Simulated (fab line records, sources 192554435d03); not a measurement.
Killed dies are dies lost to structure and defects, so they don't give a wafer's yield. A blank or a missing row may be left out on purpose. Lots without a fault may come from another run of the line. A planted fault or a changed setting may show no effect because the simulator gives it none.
fab line records | flow n5_finfet
record lots=22 wafers=66 last_day=17
route steps=1938 shown BEOL_M3@931
lots that met no fault: from a run of the same line without faults
start_h: hours from the record's first day to the start of the lot's first wafer shown | wait_h: hours since the lot's step before | " the same as in the row above | L1.1+2: a row that stands for several wafers | - no value, or no start given | * or withheld: withheld | < > ~ a bound
route shown NAME@n: a module of which the file shows steps, and the number in the route of the first | usual: mean/standard deviation of fault-free wafers | same: alike in all rows | chamber/n: place in a boat | sites: the reading at each site | _std_site: their standard deviation | _edge_site: outer sites' mean less inner sites' | radius_mm: how far each site lies from the wafer's centre | mask NAME#n: copy n | behind: the tool/chamber that last shaped the wafer | hold: why the lot was held/for how many hours/how that ended | device: the transistor (n, p or np) that didn't switch | end of line: the same wafers' tests at the end of the route | a step without rows: its recipe alone | killed: dies lost to structure and defects at the first sort, not the wafer's yield | map: a wafer's dies, x killed, . not, _ none there
set.NAME: the setting as run; set.NAME@STEP: as run at that earlier step | model.NAME: the simulator's own value behind a step, which no gauge read
steps of the route over a sample of lots; a table a step, a row a wafer
services: from which hour (start_h, from the record's first day; less than 0 if before it) a tool's chamber was out of use, for how many hours, and why
## steps
# step N5_BEOL_M3_ILD_DEP_00
# recipe material=SiOC target_thk_a=790 temp_c=350 precursor=DEMS/O2 pressure_torr=5 rf_w=500 time_s=15.3
# usual heater_power_w=512/55 showerhead_plenum_p_Torr=5.684/0.015 susceptor_temp_C=350.00/0.21 throttle_valve_pct=12.0/0.65
# same time_s=15.3
# columns lot.wafer tool chamber start_h wait_h heater_power_w showerhead_plenum_p_Torr susceptor_temp_C throttle_valve_pct
L074.2 pecvd-04 0 140.14 0.0 541 5.661 349.71 12.9
L074.5 " 0 " " 538 5.671 349.84 12.6
L074.6 " 1 " " 534 5.672 349.95 12.8
L075.1 pecvd-04 1 151.90 0.0 573 5.667 350.18 13.0
L075.2 " 2 " " 551 5.681 350.22 11.7
L075.4 " 0 " " 539 5.667 350.14 12.6
L076.1 pecvd-04 1 153.42 0.0 495 5.675 349.85 12.7
L076.2 " 0 " " 478 5.666 349.59 12.8
L076.4 " 0 " " 475 5.659 349.78 12.3
L077.1 pecvd-04 2 159.07 0.0 546 5.689 349.91 11.7
L077.4 " 0 " " 486 5.680 350.27 12.6
L077.6 " 1 " " 557 5.682 350.04 13.0
L078.1 pecvd-02 0 169.22 0.0 495 5.670 349.94 11.6
L078.3 " 1 " " 546 5.675 349.49 12.1
L078.5 " 0 " " 492 5.687 350.04 11.5
L079.3 pecvd-03 0 173.36 0.0 502 5.687 349.70 12.0
L079.4 " 0 " " 503 5.673 350.10 12.3
L079.6 " 2 " " 624 5.692 350.35 10.7
L080.1 pecvd-03 1 186.14 0.0 443 5.710 349.90 11.9
L080.2 " 0 " " 497 5.678 349.65 12.1
L080.6 " 1 " " 449 5.717 349.92 11.9
L081.3 pecvd-02 0 188.74 0.0 408 5.662 349.90 11.7
L081.5 " 2 " " 534 5.715 349.82 12.8
L081.6 " 0 " " 416 5.680 349.70 11.6
L082.1 pecvd-02 2 191.67 0.0 520 5.699 349.75 12.7
L082.3 " 0 " " 479 5.679 350.08 11.7
L082.6 " 0 " " 476 5.679 349.93 11.7
L083.2 pecvd-02 0 196.70 0.0 484 5.670 350.21 11.9
L083.5 " 0 " " 486 5.675 350.36 11.6
L083.6 " 2 " " 477 5.695 349.89 12.7
L084.1 pecvd-04 0 208.53 0.0 556 5.662 350.12 12.6
L084.2 " 2 " " 504 5.674 350.17 11.7
L084.5 " 0 " " 555 5.683 349.90 12.6
L085.2 pecvd-04 2 215.35 0.0 576 5.676 350.10 11.5
L085.4 " 1 " " 476 5.681 350.19 12.9
L085.5 " 0 " " 502 5.681 349.84 12.3
L086.1 pecvd-03 2 221.32 0.0 629 5.706 349.71 10.7
L086.2 " 0 " " 483 5.691 349.94 11.9
L086.6 " 1 " " 442 5.711 350.23 11.6
L088.1 pecvd-03 1 235.32 0.0 471 5.698 349.49 11.9
L088.4 " 2 " " 635 5.701 349.76 10.7
L088.5 " 0 " " 505 5.674 350.16 12.3
L089.1 pecvd-04 1 235.57 0.0 550 5.669 350.00 12.8
L089.2 " 2 " " 467 5.673 350.41 11.8
L089.6 " 2 " " 479 5.673 350.23 11.6
L090.1 pecvd-04 1 239.22 0.0 520 5.671 349.84 12.8
L090.3 " 2 " " 563 5.667 349.89 11.6
L090.6 " 2 " " 565 5.670 350.10 11.9
L091.2 pecvd-02 2 243.16 0.0 477 5.725 349.78 11.2
L091.4 " 0 " " 429 5.679 349.96 11.7
L091.5 " 2 " " 484 5.707 349.68 11.1
L093.1 pecvd-02 0 258.05 0.0 488 5.673 350.36 11.4
L093.4 " 0 " " 489 5.670 350.04 11.4
L093.6 " 0 " " 491 5.688 350.11 11.7
L094.3 pecvd-03 0 272.33 0.0 416 5.663 349.86 12.2
L094.5 " 0 " " 416 5.676 350.07 12.0
L094.6 " 1 " " 432 5.718 350.24 11.6
L095.3 pecvd-03 0 272.46 0.0 463 5.679 349.95 12.0
L095.5 " 2 " " 633 5.709 350.22 10.8
L095.6 " 1 " " 461 5.696 350.42 12.2
L096.1 pecvd-04 2 274.15 0.0 566 5.671 349.85 11.9
L096.4 " 2 " " 574 5.665 349.77 11.2
L096.5 " 1 " " 548 5.683 350.09 12.9
L097.3 pecvd-04 0 285.20 0.0 543 5.684 350.05 12.3
L097.4 " 2 " " 532 5.683 349.91 11.5
L097.5 " 1 " " 491 5.667 350.23 12.8
# step N5_BEOL_M3_DESCUM_16
# recipe chemistry=O2 time_s=7 source_power_w=50 bias_power_w=20 pressure_mtorr=20 rf_frequency_hz=2.712e+07 temp_c=40 resist=CAR-EUV o2_flow_sccm=225
# usual drypump_motor_current_A=5.8/0.44 oes_product_au=0.76/0.077 rf_vpp_V=243.0/1.5 showerhead_plenum_p_Torr=2.09/0.076 throttle_valve_pct=20.38/0.26
# same time_s=7
# columns lot.wafer tool chamber start_h wait_h drypump_motor_current_A oes_product_au rf_hours_counter_h rf_vpp_V showerhead_plenum_p_Torr throttle_valve_pct
L074.2 rie_diel-05 1 142.90 0.0 5.7 0.80 97 240.0 1.95 20.70
L074.5 " 2 " " 5.6 0.91 - 243.7 2.15 20.01
L074.6 " 1 " " 5.7 0.80 - 241.0 1.95 20.71
L075.1 rie_diel-04 2 152.57 0.0 5.6 0.76 131 244.0 2.09 19.88
L075.2 " 0 " " 6.5 0.83 95 245.4 2.20 20.56
L075.4 " 3 " " 5.4 0.87 50 243.4 2.04 20.13
L076.1 rie_diel-01 1 154.34 0.3 5.6 0.73 174 244.4 2.09 20.61
L076.2 " 2 " " 5.5 0.72 212 243.5 2.16 20.45
L076.4 " 3 " " 5.5 0.71 198 244.4 2.16 20.46
L077.1 rie_diel-05 0 160.97 0.1 6.0 0.70 202 241.2 1.99 20.60
L077.4 " 3 " " 5.5 0.73 177 241.5 2.00 20.26
L077.6 " 1 " " 5.7 0.80 - 240.5 1.95 20.69
L078.1 rie_diel-04 1 170.19 0.2 6.5 0.72 173 243.3 2.09 20.34
L078.3 " 0 " " 6.5 0.82 99 244.7 2.19 20.57
L078.5 " 2 " " 5.6 0.75 - 243.1 2.08 19.90
L079.3 rie_diel-01 1 176.21 0.0 5.6 0.72 182 243.1 2.09 20.61
L079.4 " 3 " " 5.5 0.70 - 245.8 2.16 20.46
L079.6 " 1 " " 5.6 0.72 - 241.6 2.09 20.62
L080.1 rie_diel-05 1 187.22 0.2 5.7 0.79 110 241.3 1.95 20.74
L080.2 " 2 " " 5.5 0.88 35 243.7 2.14 20.04
L080.6 " 2 " " 5.6 0.88 - 244.4 2.14 20.04
L081.3 rie_diel-04 3 192.00 0.5 5.4 0.87 62 242.1 2.04 20.13
L081.5 " 2 " " 5.6 0.75 - 243.7 2.08 19.91
L081.6 " 1 " " 6.5 0.72 - 242.1 2.09 20.36
L082.1 rie_diel-01 1 193.16 0.0 5.6 0.72 189 242.7 2.09 20.62
L082.3 " 2 " " 5.5 0.70 226 245.7 2.15 20.47
L082.6 " 0 " " 5.2 1.01 - 243.2 2.14 20.01
L083.2 rie_diel-04 2 197.60 0.2 5.6 0.75 143 243.2 2.08 19.92
L083.5 " 0 " " 6.5 0.81 - 243.0 2.19 20.57
L083.6 " 1 " " 6.5 0.71 - 243.7 2.09 20.39
L084.1 rie_diel-04 3 210.05 0.1 5.4 0.85 68 242.1 2.03 20.16
L084.2 " 0 " " 6.5 0.80 112 244.5 2.19 20.58
L084.5 " 0 " " 6.5 0.81 - 243.5 2.19 20.57
L085.2 rie_diel-04 1 216.85 0.0 6.5 0.72 188 242.2 2.09 20.39
L085.4 " 3 " " 5.4 0.86 69 242.9 2.03 20.17
L085.5 " 1 " " 6.5 0.71 - 242.2 2.09 20.36
L086.1 rie_diel-04 3 222.26 0.0 5.4 0.86 71 242.9 2.03 20.16
L086.2 " 0 " " 6.6 0.81 115 244.5 2.19 20.60
L086.6 " 2 " " 5.6 0.75 - 244.4 2.08 19.93
L088.1 rie_diel-01 3 238.34 0.0 5.5 0.69 225 244.1 2.16 20.49
L088.4 " 1 " " 5.6 0.70 202 243.5 2.08 20.63
L088.5 " 3 " " 5.5 0.69 - 244.1 2.15 20.49
L089.1 rie_diel-01 1 238.57 0.1 5.6 0.70 202 241.8 2.08 20.64
L089.2 " 3 " " 5.5 0.68 225 243.7 2.16 20.48
L089.6 " 2 " " 5.5 0.69 - 243.6 2.15 20.50
L090.1 rie_diel-04 3 241.46 0.5 5.4 0.85 77 244.1 2.03 20.16
L090.3 " 1 " " 6.5 0.70 196 242.6 2.09 20.39
L090.6 " 3 " " 5.4 0.85 - 243.2 2.03 20.18
L091.2 rie_diel-04 3 245.75 0.3 5.4 0.85 79 241.9 2.03 20.19
L091.4 " 2 " " 5.6 0.74 159 243.4 2.08 19.94
L091.5 " 1 " " 6.5 0.70 - 242.8 2.09 20.40
L093.1 rie_diel-01 3 258.74 0.0 5.5 0.68 231 243.0 2.15 20.49
L093.4 " 2 " " 5.5 0.69 245 244.9 2.15 20.51
L093.6 " 1 " " 5.6 0.70 - 242.8 2.08 20.65
L094.3 rie_diel-05 1 273.68 0.0 5.7 0.78 132 239.9 1.94 20.77
L094.5 " 1 " " 5.7 0.77 - 240.4 1.94 20.77
L094.6 " 0 " " 6.1 0.68 - 241.2 1.97 20.68
L095.3 rie_diel-01 2 273.83 0.0 5.5 0.68 249 243.2 2.15 20.52
L095.5 " 3 " " 5.4 0.68 - 244.0 2.15 20.52
L095.6 " 0 " " 5.3 0.93 - 242.8 2.13 20.04
L096.1 rie_diel-05 0 276.72 0.1 6.0 0.68 239 240.4 1.97 20.67
L096.4 " 3 " " 5.5 0.71 215 241.2 1.98 20.31
L096.5 " 1 " " 5.7 0.77 - 241.6 1.94 20.77
L097.3 rie_diel-05 3 289.14 0.8 5.5 0.71 218 241.3 1.98 20.30
L097.4 " 1 " " 5.7 0.76 136 239.6 1.94 20.76
L097.5 " 0 " " 6.1 0.68 - 240.4 1.97 20.67
# step N5_BEOL_M3_ETCH_74
# recipe chemistry=N2/H2 target=underlayer target_depth_a=65 mask_material=CAR-EUV time_s=5.2 ion_energy_ev=200 pressure_mtorr=30 source_w=840 bias_w=150 n2_flow_sccm=200 h2_flow_sccm=200 ends=cleared
# usual drypump_motor_current_A=5.8/0.44 etch_rf_on_time_s=5.20/0.089 h2_flow_sccm=200.0/0.65 oes_product_au=0.65/0.064 rf_vpp_V=523.6/3 showerhead_plenum_p_Torr=2.54/0.098 throttle_valve_pct=17.84/0.23
# columns lot.wafer tool chamber start_h wait_h drypump_motor_current_A etch_rf_on_time_s h2_flow_sccm oes_product_au rf_hours_counter_h rf_vpp_V showerhead_plenum_p_Torr throttle_valve_pct
L074.2 rie_diel-05 1 142.94 0.0 5.7 5.30 200.8 0.67 97 517.7 2.35 17.89
L074.5 " 2 " " 5.6 5.09 200.1 0.78 - 525.3 2.62 17.50
L074.6 " 1 " " 5.7 5.28 200.4 0.68 - 516.8 2.35 17.93
L075.1 rie_diel-04 2 152.61 0.0 5.6 5.01 200.0 0.66 131 525.5 2.57 17.55
L075.2 " 0 " " 6.5 5.12 200.5 0.71 95 528.4 2.68 18.07
L075.4 " 3 " " 5.4 5.27 200.3 0.75 50 524.1 2.50 17.80
L076.1 rie_diel-01 1 154.37 0.0 5.6 5.21 200.9 0.62 174 524.7 2.54 18.11
L076.2 " 2 " " 5.5 5.27 200.9 0.60 212 525.0 2.64 18.09
L076.4 " 3 " " 5.5 5.19 198.9 0.60 198 524.3 2.63 17.88
L077.1 rie_diel-05 0 161.01 0.0 6.1 5.32 199.8 0.60 202 521.8 2.41 17.99
L077.4 " 3 " " 5.5 5.28 201.0 0.63 177 519.3 2.44 17.77
L077.6 " 1 " " 5.7 5.22 199.9 0.67 - 518.9 2.35 17.92
L078.1 rie_diel-04 1 170.22 0.0 6.5 5.22 200.2 0.61 173 522.5 2.51 17.53
L078.3 " 0 " " 6.5 5.14 199.6 0.70 99 527.1 2.67 18.09
L078.5 " 2 " " 5.6 5.08 201.1 0.65 - 524.6 2.57 17.58
L079.3 rie_diel-01 1 176.25 0.0 5.6 5.21 201.2 0.61 182 522.1 2.54 18.13
L079.4 " 3 " " 5.5 5.25 200.4 0.60 - 526.1 2.62 17.87
L079.6 " 1 " " 5.6 5.27 201.3 0.61 - 519.7 2.54 18.12
L080.1 rie_diel-05 1 187.25 0.0 5.7 5.24 200.0 0.65 110 517.6 2.35 17.94
L080.2 " 2 " " 5.6 5.07 200.3 0.76 35 524.9 2.61 17.51
L080.6 " 2 " " 5.6 5.05 199.1 0.75 - 526.6 2.61 17.52
L081.3 rie_diel-04 3 192.03 0.0 5.4 5.21 199.2 0.73 62 522.3 2.49 17.87
L081.5 " 2 " " 5.6 5.05 201.3 0.65 - 522.3 2.56 17.59
L081.6 " 1 " " 6.6 5.14 200.3 0.62 - 523.4 2.51 17.49
L082.1 rie_diel-01 1 193.19 0.0 5.6 5.35 200.7 0.60 189 524.3 2.54 18.15
L082.3 " 2 " " 5.5 5.33 199.8 0.58 226 526.0 2.63 18.15
L082.6 " 0 " " 5.3 5.22 200.2 0.84 - 525.0 2.60 17.51
L083.2 rie_diel-04 2 197.63 0.0 5.6 5.06 200.9 0.66 143 523.8 2.56 17.59
L083.5 " 0 " " 6.5 5.20 200.4 0.69 - 528.5 2.67 18.07
L083.6 " 1 " " 6.5 5.17 200.5 0.61 - 524.1 2.51 17.53
L084.1 rie_diel-04 3 210.08 0.0 5.4 5.24 198.6 0.73 68 520.9 2.49 17.83
L084.2 " 0 " " 6.5 5.17 199.8 0.68 112 527.2 2.67 18.12
L084.5 " 0 " " 6.6 5.16 200.0 0.69 - 528.2 2.67 18.09
L085.2 rie_diel-04 1 216.89 0.0 6.5 5.15 199.4 0.60 188 524.3 2.50 17.56
L085.4 " 3 " " 5.4 5.15 199.1 0.72 69 523.7 2.49 17.84
L085.5 " 1 " " 6.5 5.16 199.6 0.62 - 524.0 2.50 17.55
L086.1 rie_diel-04 3 222.30 0.0 5.4 5.21 199.7 0.73 71 520.9 2.49 17.84
L086.2 " 0 " " 6.5 5.08 201.1 0.69 115 527.1 2.67 18.11
L086.6 " 2 " " 5.6 5.01 199.5 0.65 - 524.5 2.56 17.59
L088.1 rie_diel-01 3 238.38 0.0 5.5 5.23 200.0 0.59 225 526.4 2.61 17.88
L088.4 " 1 " " 5.6 5.25 200.1 0.60 202 524.6 2.53 18.17
L088.5 " 3 " " 5.5 5.22 199.7 0.59 - 526.6 2.61 17.91
L089.1 rie_diel-01 1 238.60 0.0 5.6 5.28 201.1 0.60 202 524.3 2.53 18.18
L089.2 " 3 " " 5.5 5.15 200.0 0.60 225 526.6 2.61 17.92
L089.6 " 2 " " 5.5 5.28 199.1 0.58 - 525.5 2.63 18.17
L090.1 rie_diel-04 3 241.49 0.0 5.4 5.21 200.8 0.72 77 519.9 2.49 17.86
L090.3 " 1 " " 6.5 5.14 200.2 0.61 196 523.4 2.50 17.57
L090.6 " 3 " " 5.4 5.19 200.6 0.73 - 522.0 2.49 17.87
L091.2 rie_diel-04 3 245.79 0.0 5.4 5.27 200.5 0.71 79 522.3 2.49 17.84
L091.4 " 2 " " 5.6 5.03 199.3 0.64 159 523.5 2.56 17.62
L091.5 " 1 " " 6.5 5.19 200.4 0.59 - 521.0 2.50 17.59
L093.1 rie_diel-01 3 258.77 0.0 5.5 5.22 200.0 0.59 231 526.0 2.61 17.92
L093.4 " 2 " " 5.5 5.35 199.5 0.57 245 526.3 2.62 18.18
L093.6 " 1 " " 5.6 5.31 200.2 0.58 - 521.4 2.53 18.16
L094.3 rie_diel-05 1 273.71 0.0 5.7 5.19 200.4 0.65 132 520.4 2.34 17.96
L094.5 " 1 " " 5.7 5.19 199.8 0.65 - 516.2 2.34 17.98
L094.6 " 0 " " 6.1 5.29 199.6 0.58 - 520.2 2.40 18.05
L095.3 rie_diel-01 2 273.86 0.0 5.5 5.37 200.1 0.56 249 524.5 2.62 18.18
L095.5 " 3 " " 5.5 5.29 199.7 0.59 - 528.3 2.61 17.91
L095.6 " 0 " " 5.3 5.24 200.8 0.77 - 525.2 2.59 17.56
L096.1 rie_diel-05 0 276.76 0.0 6.0 5.27 199.7 0.58 239 519.8 2.39 18.05
L096.4 " 3 " " 5.5 5.27 200.0 0.61 215 519.6 2.42 17.83
L096.5 " 1 " " 5.7 5.27 200.8 0.65 - 518.1 2.33 17.92
L097.3 rie_diel-05 3 289.17 0.0 5.6 5.23 200.5 0.62 218 518.7 2.42 17.87
L097.4 " 1 " " 5.7 5.26 199.3 0.64 136 519.3 2.33 18.00
L097.5 " 0 " " 6.0 5.24 199.8 0.58 - 518.6 2.39 18.05
# step N5_BEOL_M3_HM_OPEN_17
# recipe chemistry=Cl2/BCl3 target_depth_a=200 overetch_a=60 target=TiN mask_material=SOC ion_energy_ev=150 pressure_mtorr=10 icp_w=1000 bias_w=126 Cl2_flow_sccm=53.25 bcl3_flow_sccm=21.75 Ar_flow_sccm=25
# usual drypump_motor_current_A=6.0/0.32 oes_product_au=0.66/0.1 throttle_valve_pct=22.1/0.34
# columns lot.wafer tool chamber start_h wait_h drypump_motor_current_A oes_product_au rf_hours_counter_h throttle_valve_pct
L074.2 rie_metal-03 1 143.15 0.0 6.1 0.70 29 22.2
L074.5 " 1 " " 6.1 0.69 - 22.2
L074.6 " 0 " " 6.3 0.54 - 22.8
L075.1 rie_metal-03 1 152.82 0.0 6.1 0.69 31 22.2
L075.2 " 0 " " 6.3 0.54 124 22.8
L075.4 " 0 " " 6.4 0.54 - 22.8
L076.1 rie_metal-03 1 154.58 0.0 6.1 0.71 31 22.2
L076.2 " 0 " " 6.4 0.53 125 22.8
L076.4 " 0 " " 6.3 0.54 - 22.8
L077.1 rie_metal-01 0 161.22 0.0 5.7 0.70 22 21.8
L077.4 " 0 " " 5.7 0.70 - 21.8
L077.6 " 1 " " 6.2 0.51 - 22.3
L078.1 rie_metal-01 0 170.43 0.0 5.7 0.69 24 21.8
L078.3 " 0 " " 5.7 0.69 - 21.8
L078.5 " 0 " " 5.7 0.68 - 21.8
L079.3 rie_metal-01 0 176.52 0.1 5.7 0.69 - 21.8
L079.4 " 0 " " 5.7 0.68 - 21.8
L079.6 " 0 " " 5.7 0.68 - 21.8
L080.1 rie_metal-01 0 187.46 0.0 5.7 0.68 25 21.8
L080.2 " 0 " " 5.7 0.68 - 21.8
L080.6 " 0 " " 5.7 0.68 - 21.8
L081.3 rie_metal-02 1 192.28 0.1 5.8 0.53 - 22.0
L081.5 " 0 " " 5.4 0.70 - 21.8
L081.6 " 1 " " 5.8 0.53 - 22.0
L082.1 rie_metal-03 1 193.41 0.0 6.1 0.68 34 22.2
L082.3 " 0 " " 6.3 0.53 - 22.8
L082.6 " 1 " " 6.1 0.68 - 22.2
L083.2 rie_metal-02 1 197.84 0.0 5.7 0.55 113 22.0
L083.5 " 1 " " 5.8 0.53 - 22.0
L083.6 " 0 " " 5.3 0.70 - 21.8
L084.1 rie_metal-03 1 210.29 0.0 6.1 0.68 36 22.3
L084.2 " 0 " " 6.3 0.53 131 22.8
L084.5 " 0 " " 6.3 0.53 - 22.8
L085.2 rie_metal-03 0 217.10 0.0 6.3 0.52 131 22.8
L085.4 " 0 " " 6.3 0.53 - 22.8
L085.5 " 1 " " 6.1 0.67 - 22.3
L086.1 rie_metal-02 0 222.51 0.0 5.4 0.70 32 21.8
L086.2 " 1 " " 5.7 0.54 117 22.0
L086.6 " 0 " " 5.4 0.69 - 21.8
L088.1 rie_metal-01 1 238.59 0.0 6.2 0.84 1 21.7
L088.4 " 1 " " 6.2 0.84 - 21.7
L088.5 " 0 " " 5.7 0.69 - 21.8
L089.1 rie_metal-02 0 238.82 0.0 5.4 0.68 33 21.8
L089.2 " 1 " " 5.8 0.52 119 22.0
L089.6 " 0 " " 5.4 0.68 - 21.8
L090.1 rie_metal-03 1 241.71 0.0 6.1 0.68 40 22.2
L090.3 " 1 " " 6.1 0.66 - 22.3
L090.6 " 1 " " 6.1 0.68 - 22.3
L091.2 rie_metal-02 0 246.00 0.0 5.4 0.68 34 21.8
L091.4 " 1 " " 5.7 0.52 - 22.0
L091.5 " 0 " " 5.4 0.68 - 21.8
L093.1 rie_metal-01 1 258.98 0.0 6.2 0.82 2 21.7
L093.4 " 0 " " 5.7 0.68 - 21.8
L093.6 " 0 " " 5.7 0.67 - 21.8
L094.3 rie_metal-03 0 273.96 0.1 6.4 0.83 - 22.5
L094.5 " 1 " " 6.1 0.66 - 22.3
L094.6 " 0 " " 6.3 0.83 - 22.4
L095.3 rie_metal-03 1 274.11 0.1 6.1 0.66 - 22.2
L095.5 " 0 " " 6.3 0.83 - 22.5
L095.6 " 1 " " 6.1 0.66 - 22.3
L096.1 rie_metal-02 1 276.97 0.0 5.7 0.52 123 22.0
L096.4 " 1 " " 5.7 0.52 - 22.0
L096.5 " 0 " " 5.4 0.68 - 21.8
L097.3 rie_metal-03 1 289.43 0.1 6.1 0.65 - 22.3
L097.4 " 0 " " 6.3 0.81 - 22.5
L097.5 " 0 " " 6.3 0.82 - 22.5
# step N5_BEOL_M3_ALD_98
# recipe material=SiO2 target_thk_a=25 temp_c=100 ald_precursor_family=BDEAS ald_co_reactant=O2-plasma pulse_time_s=1 co_reactant_pulse_time_s=1 purge_time_s=2 co_reactant_purge_time_s=2 ald_cycles=17 pressure_torr=2
# usual heater_power_w=82/6.3 precursor_pulse_height_rel=1.002/0.021 susceptor_temp_C=100.00/0.14
# same ald_cycles=17
# columns lot.wafer tool chamber start_h wait_h heater_power_w precursor_pulse_height_rel susceptor_temp_C
L074.2 ald_sin-01 2 143.93 0.1 77 1.021 99.99
L074.5 " 2 " " 76 0.971 99.83
L074.6 " 3 " " 92 1.016 100.03
L075.1 ald_sin-01 0 154.33 0.1 79 1.022 99.90
L075.2 " 1 " " 79 0.989 99.95
L075.4 " 3 " " 91 0.999 99.84
L076.1 ald_sin-04 3 156.28 0.7 90 1.032 100.06
L076.2 " 0 " " 70 0.999 99.90
L076.4 " 1 " " 78 1.012 100.25
L077.1 ald_sin-02 1 162.14 0.1 91 0.970 99.76
L077.4 " 3 " " 75 0.999 99.90
L077.6 " 3 " " 73 1.009 100.03
L078.1 ald_sin-04 2 171.19 0.1 87 1.028 99.86
L078.3 " 0 " " 73 0.996 100.09
L078.5 " 1 " " 76 1.032 100.16
L079.3 ald_sin-04 3 178.55 0.9 89 1.017 100.25
L079.4 " 1 " " 79 1.000 100.04
L079.6 " 2 " " 86 1.016 100.07
L080.1 ald_sin-04 2 189.46 0.9 87 0.994 99.75
L080.2 " 0 " " 73 1.015 99.86
L080.6 " 0 " " 74 1.012 99.78
L081.3 ald_sin-01 3 193.53 0.1 91 1.019 100.20
L081.5 " 1 " " 77 0.975 100.33
L081.6 " 0 " " 80 0.976 100.10
L082.1 ald_sin-04 2 194.31 0.2 83 0.993 99.82
L082.3 " 0 " " 73 0.985 100.09
L082.6 " 2 " " 87 0.982 99.83
L083.2 ald_sin-04 0 198.62 0.1 73 0.999 99.81
L083.5 " 1 " " 80 0.996 100.21
L083.6 " 2 " " 84 0.985 100.10
L084.1 ald_sin-01 1 211.18 0.1 79 1.007 99.97
L084.2 " 3 " " 91 1.031 99.90
L084.5 " 3 " " 92 1.036 99.90
L085.2 ald_sin-01 2 218.03 0.1 76 0.958 100.09
L085.4 " 3 " " 92 0.980 100.08
L085.5 " 0 " " 81 1.043 100.05
L086.1 ald_sin-01 1 223.42 0.1 80 1.046 99.75
L086.2 " 3 " " 91 1.010 99.96
L086.6 " 3 " " 92 1.000 100.27
L088.1 ald_sin-04 0 239.50 0.1 74 0.995 100.09
L088.4 " 3 " " 89 0.978 100.04
L088.5 " 3 " " 89 0.948 99.98
L089.1 ald_sin-04 3 240.13 0.1 89 1.005 99.79
L089.2 " 0 " " 74 1.032 99.98
L089.6 " 1 " " 79 1.011 100.05
L090.1 ald_sin-04 1 242.80 0.1 79 1.009 99.74
L090.3 " 3 " " 88 1.003 99.84
L090.6 " 3 " " 89 1.005 100.09
L091.2 ald_sin-01 1 247.48 0.7 79 1.012 100.06
L091.4 " 0 " " 79 1.009 99.77
L091.5 " 2 " " 78 0.987 99.90
L093.1 ald_sin-01 1 259.74 0.1 79 0.980 99.83
L093.4 " 2 " " 76 0.983 100.09
L093.6 " 0 " " 81 1.010 99.95
L094.3 ald_sin-02 3 274.68 0.1 76 0.984 100.13
L094.5 " 2 " " 80 1.002 99.91
L094.6 " 1 " " 94 0.996 99.93
L095.3 ald_sin-02 2 274.83 0.1 80 1.023 99.77
L095.5 " 1 " " 92 0.997 100.08
L095.6 " 2 " " 78 1.006 99.77
L096.1 ald_sin-02 2 278.23 0.3 78 1.012 100.05
L096.4 " 0 " " 79 0.976 100.03
L096.5 " 3 " " 76 0.988 99.98
L097.3 ald_sin-04 3 290.61 0.1 89 0.979 99.94
L097.4 " 1 " " 77 0.984 99.90
L097.5 " 3 " " 89 1.018 99.84
# step N5_BEOL_M3_PRE_CLEAN_45
# recipe gas=H2/He time_s=30 temp_c=250
# usual heater_power_w=338/36 susceptor_temp_C=249.98/0.18
# same time_s=30
# columns lot.wafer tool chamber start_h wait_h heater_power_w susceptor_temp_C
L074.2 pvd_sputter-02 - 145.36 0.0 303 249.75
L074.5 " - " " 355 250.20
L074.6 " - " " 383 250.15
L075.1 pvd_sputter-03 - 155.79 0.0 294 250.12
L075.2 " - " " 338 249.84
L075.4 " - " " 305 250.09
L076.1 pvd_sputter-01 - 161.19 0.0 390 249.98
L076.2 " - " " 330 249.83
L076.4 " - " " 327 249.92
L077.1 pvd_sputter-01 - 164.43 0.0 324 250.18
L077.4 " - " " 327 250.01
L077.6 " - " " 387 250.05
L078.1 pvd_sputter-03 - 173.30 0.0 296 249.76
L078.3 " - " " 348 249.70
L078.5 " - " " 358 249.76
L079.3 pvd_sputter-01 - 182.12 0.0 402 250.11
L079.4 " - " " 379 250.08
L079.6 " - " " 398 250.10
L080.1 pvd_sputter-02 - 193.58 0.0 374 249.86
L080.2 " - " " 347 250.00
L080.6 " - " " 363 250.20
L081.3 pvd_sputter-03 - 197.65 0.0 357 250.01
L081.5 " - " " 296 249.86
L081.6 " - " " 310 249.99
L082.1 pvd_sputter-01 - 201.37 0.0 383 249.45
L082.3 " - " " 326 249.88
L082.6 " - " " 387 249.64
L083.2 pvd_sputter-01 - 201.79 0.0 391 250.02
L083.5 " - " " 326 249.97
L083.6 " - " " 407 249.99
L084.1 pvd_sputter-03 - 212.03 0.0 290 249.81
L084.2 " - " " 294 249.84
L084.5 " - " " 340 249.88
L085.2 pvd_sputter-02 - 222.19 0.0 378 249.81
L085.4 " - " " 293 250.12
L085.5 " - " " 390 249.84
L086.1 pvd_sputter-02 - 226.39 0.0 321 250.11
L086.2 " - " " 376 249.92
L086.6 " - " " 314 250.21
L088.1 pvd_sputter-03 - 240.98 0.0 285 249.82
L088.4 " - " " 350 249.92
L088.5 " - " " 320 249.85
L089.1 pvd_sputter-03 - 246.43 0.0 354 250.05
L089.2 " - " " 290 250.14
L089.6 " - " " 316 249.75
L090.1 pvd_sputter-02 - 246.54 0.0 307 250.01
L090.3 " - " " 377 250.00
L090.6 " - " " 360 249.82
L091.2 pvd_sputter-01 - 250.15 0.0 404 249.79
L091.4 " - " " 330 250.07
L091.5 " - " " 398 250.00
L093.1 pvd_sputter-01 - 260.76 0.0 384 249.93
L093.4 " - " " 326 250.30
L093.6 " - " " 390 250.10
L094.3 pvd_sputter-03 - 278.43 0.0 282 249.98
L094.5 " - " " 306 249.81
L094.6 " - " " 347 249.95
L095.3 pvd_sputter-01 - 281.52 0.0 330 250.05
L095.5 " - " " 323 250.31
L095.6 " - " " 386 249.97
L096.1 pvd_sputter-03 - 281.75 0.0 351 249.79
L096.4 " - " " 315 249.88
L096.5 " - " " 294 249.91
L097.3 pvd_sputter-02 - 293.48 0.0 375 250.28
L097.4 " - " " 294 249.90
L097.5 " - " " 288 249.77
## services
# columns tool chamber start_h hours kind
ald_sin-01 - 120.25 14.6 pm
rie_metal-01 - 128.06 2.8 pm
ald_sin-01 1 135.89 2.6 repair
pvd_sputter-03 - 136.53 4.5 repair
pecvd-04 - 143.82 1.3 repair
pecvd-02 - 146.03 14.6 pm
pecvd-04 - 147.50 1.4 repair
rie_metal-02 - 147.84 14.6 pm
rie_metal-03 0 158.61 3.8 repair
rie_diel-04 1 160.42 8.4 repair
rie_diel-04 - 161.90 4.3 pm
rie_metal-03 1 163.11 14.1 repair
rie_diel-04 2 186.18 3.8 repair
pecvd-03 - 191.07 6.0 pm
rie_metal-01 - 196.93 28.1 pm
rie_diel-05 1 199.14 22.3 repair
rie_metal-03 1 203.24 1.1 repair
rie_diel-04 - 219.11 0.4 repair
pecvd-04 - 245.96 0.8 repair
rie_metal-03 - 250.51 0.1 repair
rie_diel-05 2 262.35 13.6 repair
ald_sin-01 - 269.63 14.0 pm
ald_sin-04 0 288.87 4.0 repair
rie_diel-05 - 292.60 0.7 repair
## key
fault none
